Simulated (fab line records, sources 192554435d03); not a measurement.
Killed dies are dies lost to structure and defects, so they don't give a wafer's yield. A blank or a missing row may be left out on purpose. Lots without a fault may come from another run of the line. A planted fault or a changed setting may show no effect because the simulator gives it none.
One fault seen from 2 desks | flow n5_finfet | each desk has only its own numbers; what lay behind them comes last

THE METROLOGY DESK
What the gauges read, lot by lot, whatever tool the lot ran on: means of the sampled wafers that have a number. A lot is out of limits, marked OUT, if its mean lies more than 4 standard deviations from the usual mean; the brackets give that distance. Of its 11 readings 7 are shown: those that lie furthest out on some lot.
Columns: A = DIBL_P at N5_BEOL_M4_RC_MEAS_101, usual 36.1 mV/V; B = IOFF_N at N5_BEOL_M4_RC_MEAS_101, usual 0.153 nA/um; C = ION_P at N5_BEOL_M4_RC_MEAS_101, usual 463 uA/um; D = SS_N at N5_BEOL_M4_RC_MEAS_101, usual 71.5 mV/dec; E = SS_P at N5_BEOL_M4_RC_MEAS_101, usual 73.3 mV/dec; F = VT_N at N5_BEOL_M4_RC_MEAS_101, usual 250.1 mV; G = VT_P at N5_BEOL_M4_RC_MEAS_101, usual -250.2 mV
lot  | first seen here | A    | B     | C   | D    | E    | F     | G
L550 | day 2 08:29     | 34.8 | 0.147 | 458 | 71.7 | 73.3 | 253.1 | -253.2
L552 | day 2 20:45     | 34.8 | 0.144 | 453 | 71.5 | 73.3 | 250.7 | -252.8
L553 | day 3 03:28     | 36.9 | 0.156 | 461 | 71.2 | 73.4 | 249.7 | -252.6
L555 | day 3 14:13     | 35.3 | 0.137 | 459 | 71.2 | 72.9 | 253.4 | -251.6
L557 | day 4 02:22     | 38.2 | 0.185 | 467 | 71.9 | 73.2 | 248.5 | -246.8
L563 | day 5 14:54     | 36.9 | 0.176 | 469 | 72.0 | 73.7 | 247.3 | -248.0
L566 | day 6 08:44     | 35.6 | 0.140 | 454 | 71.3 | 73.1 | 249.9 | -254.9
L570 | day 7 09:10     | 35.2 | 0.138 | 454 | 70.5 | 73.3 | 249.0 | -252.8
L571 | day 7 14:45     | 34.8 | 0.144 | 459 | 71.2 | 72.5 | 251.8 | -250.6
L572 | day 7 19:40     | 35.9 | 0.141 | 463 | 71.5 | 73.3 | 251.1 | -252.2
This desk's finding: nothing out of limits on any of the 10 lots.

THE TOOL OWNER'S DESK: rie_si-02
The tool's own readings at N5_FIN_CUT_CUT_ETCH_15 (etches Si in HBr/Cl2/O2, target depth 100 nm, bt time 10 s, time 42.4 s): means of the sampled wafers that have a number, for each lot that ran on this tool. A lot is out of limits, marked OUT, if its mean lies more than 4 standard deviations from the usual mean; the brackets give that distance.
Columns: A = drypump_motor_current_A at N5_FIN_CUT_CUT_ETCH_15, usual 5.7 A; B = oes_product_au at N5_FIN_CUT_CUT_ETCH_15, usual 0.998 a.u.; C = throttle_valve_pct at N5_FIN_CUT_CUT_ETCH_15, usual 37.12 %
lot  | first seen here | A   | B     | C
L552 | day 2 21:56     | 5.8 | 0.987 | 37.29
L555 | day 3 15:25     | 5.8 | 0.984 | 37.30
L557 | day 4 03:43     | 6.4 | 0.997 | 37.22
L563 | day 5 16:05     | 6.0 | 1.010 | 37.30
L566 | day 6 09:55     | 6.1 | 1.015 | 37.25
This desk's finding: nothing out of limits on any of the 5 lots.

PUT TOGETHER
The metrology desk saw nothing out of limits.
The tool owner's desk saw nothing out of limits.

WHAT THE SIMULATOR HAD PUT IN
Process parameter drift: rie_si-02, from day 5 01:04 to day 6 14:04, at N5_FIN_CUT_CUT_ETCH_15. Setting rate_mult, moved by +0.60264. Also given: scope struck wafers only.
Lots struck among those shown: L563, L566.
